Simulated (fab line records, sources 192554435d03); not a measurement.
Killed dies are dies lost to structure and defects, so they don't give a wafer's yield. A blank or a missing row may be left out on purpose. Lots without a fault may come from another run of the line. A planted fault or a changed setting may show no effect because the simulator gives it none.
Chamber matching | flow n5_finfet | N5_BEOL_M0_SAQP_HM_DEP_111 on pecvd-03: 3 sister chambers
The step deposits SiO2 from SiH4/N2O, target thk 12 nm, time 7.2 s. 3 wafers are shown with their chamber, then 7 later ones without.

WAFERS WITH THEIR CHAMBER
wafer  | chamber | showerhead_plenum_p_Torr (Torr)
L408.1 | 1       | 7.96
L412.2 | 0       | 8.33
L412.3 | 2       | 8.02

WAFERS WITHOUT THEIR CHAMBER
wafer  | showerhead_plenum_p_Torr (Torr)
L412.6 | 8.01
L414.1 | 7.98
L414.2 | 8.00
L414.6 | 7.99
L416.4 | 8.31
L416.5 | 8.00
L416.6 | 7.97

WHICH CHAMBER EACH WENT THROUGH
wafer  | from the rows above     | in truth
L412.6 | 2                       | 2
L414.1 | can't be placed: 1 or 2 | 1
L414.2 | can't be placed: 2 or 1 | 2
L414.6 | can't be placed: 2 or 1 | 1
L416.4 | 0                       | 0
L416.5 | can't be placed: 2 or 1 | 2
L416.6 | 1                       | 1
Placed correctly: 3 of 7. Can't be placed from these rows: 4 (the true chamber is among the candidates in 4). Placed wrongly: 0.
How it was worked out, from the rows above alone: a wafer's distance from a chamber is the root of the sum, over the readings, of the square of ((its reading less the chamber's mean) divided by the reading's scatter). The wafer belongs to the nearest chamber; if the next one is less than 2 further off, it can't be placed. A chamber's mean is the mean of its shown wafers. The scatter: with one shown wafer a chamber, the root of the mean of the squares of how far each hidden wafer lies from its nearest shown one.
